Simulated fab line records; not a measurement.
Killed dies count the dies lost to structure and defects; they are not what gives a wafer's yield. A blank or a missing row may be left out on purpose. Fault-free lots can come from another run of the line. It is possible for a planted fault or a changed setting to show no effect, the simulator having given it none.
Which tool was responsible? ; flow n5Finfet ; Sampling: 6 lots, 17 wafers, 3 of 1938 route steps

== WHAT THE GAUGES SHOWED, per wafer ==
N5_SD_EPI_P_INSPECT_26: inspects for defects (darkfield).
lot;measured;on;rawDefectCount
L254;day 3 15:08;defectInspect-02;183 158 198
L256;day 4 04:35;defectInspect-01;163 162 128
L258;day 4 15:38;defectInspect-01;155 242 223
L261;day 5 13:06;defectInspect-02;476 515 483
L271;day 7 23:55;defectInspect-01;194 265
L276;day 9 04:56;defectInspect-02;173 186 202

== TOOL THAT RAN EACH LOT (tool first, then ch and the chambers of the sampled wafers, then the start) ==
lot;N5_SD_EPI_P_ETCH_47;N5_SD_EPI_P_PRECLEAN_32
L254;rieDiel-03 ch 0,3, day 3 11:56;wetBench-04 ch 4,5,6, day 3 15:05
L256;rieDiel-06 ch 0,1,2, day 4 01:22;wetBench-01 ch 5,6,7, day 4 04:32
L258;rieDiel-03 ch 1,2,3, day 4 12:26;wetBench-04 ch 4,5,7, day 4 15:35
L261;rieDiel-03 ch 1,3, day 5 09:54;wetBench-01 ch 0,5,7, day 5 13:02
L271;rieDiel-03 ch 0,3, day 7 19:50;wetBench-04 ch 4,7, day 7 23:51
L276;rieDiel-05 ch 2,3, day 9 01:11;wetBench-04 ch 3,4,5, day 9 04:53
- N5_SD_EPI_P_ETCH_47: etches SiOCN in CH3F/O2, target depth 25 nm.
- N5_SD_EPI_P_PRECLEAN_32: cleans in dHF, time 10 s.

== THE ANSWER, worked out from the rows above alone ==
Rule: usual is defined by the lots themselves. Put in order of their means at a reading, lots are off if they are a third of the lots or fewer, leave a main group of 4 or more, and stand apart from it by a gap of 3 or more times the standard deviation of the main group's means; of several such gaps the widest counts. Not used: any main group whose means are identical at the precision the tables above print for the reading. Also off: a lot with no number at a reading for which 4 or more lots have one. Any other lot the step has rows for is counted as sound.
Off at N5_SD_EPI_P_INSPECT_26 (rawDefectCount): L261. The main group has a mean of 191 with a standard deviation of 26.
If a tool, at a process step before that reading, ran all the lots that are off and no sound lot after the first of them, it fits. Those tools and the gauges at N5_SD_EPI_P_INSPECT_26 are tried in the same way. One candidate fits, namely wetBench-01 at N5_SD_EPI_P_PRECLEAN_32. A fault onset in the window from L256 (day 4 04:32, its last sound lot) to L261 (day 5 13:02, its first lot off) fits.

== WHAT HAD BEEN PUT IN BY THE SIMULATOR ==
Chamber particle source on wetBench-01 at N5_SD_EPI_P_PRECLEAN_32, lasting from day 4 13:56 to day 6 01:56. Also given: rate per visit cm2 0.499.
Shown lots that were struck: L261. The rule above found the same.
